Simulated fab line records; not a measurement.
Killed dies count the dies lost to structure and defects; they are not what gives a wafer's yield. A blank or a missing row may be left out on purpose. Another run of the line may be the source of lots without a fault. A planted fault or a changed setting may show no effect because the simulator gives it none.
Matching of chambers    flow n5 finfet    ald sin-04 running N5_SPACER0_ALD_00: 4 sister chambers
The step deposits SiOCN, target thk 3.5 nm, pulse time 3 s, purge time 2 s. 4 wafers are shown with their chamber, then 12 later ones without.

## WAFERS PAIRED WITH THEIR CHAMBERS
wafer   chamber  heater power w (W)
L081.5  0        741
L084.1  1        780
L084.2  3        796
L084.4  2        951

## WAFERS WITHOUT THEIR CHAMBER
wafer   heater power w (W)
L087.1  775
L087.5  768
L087.6  780
L089.2  969
L089.5  762
L089.6  974
L091.2  794
L091.5  784
L091.6  973
L092.2  956
L092.4  784
L092.5  782

## EACH ONE'S CHAMBER
wafer   from the rows above           in truth
L087.1  can't be placed: 1 or 3       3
L087.5  can't be placed: 1 or 0 or 3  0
L087.6  can't be placed: 1 or 3       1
L089.2  2                             2
L089.5  can't be placed: 1 or 0 or 3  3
L089.6  2                             2
L091.2  can't be placed: 3 or 1       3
L091.5  can't be placed: 1 or 3       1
L091.6  2                             2
L092.2  2                             2
L092.4  can't be placed: 1 or 3       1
L092.5  can't be placed: 1 or 3       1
4 of 12 placed correctly. These rows do not allow placing 8 (true chamber among the candidates in 8). 0 placed wrongly.
How it was worked out, from the rows above alone: a wafer's distance from a chamber is the root of the sum, over the readings, of the square of ((its reading less the chamber's mean) divided by the reading's scatter). If the next closest chamber is less than 2 further off than the closest, the wafer can't be placed; otherwise it belongs to the closest. For every chamber, the mean is computed from those of its wafers that are shown. The scatter: with one shown wafer a chamber, the root of the mean of the squares of how far each hidden wafer lies from its nearest shown one.
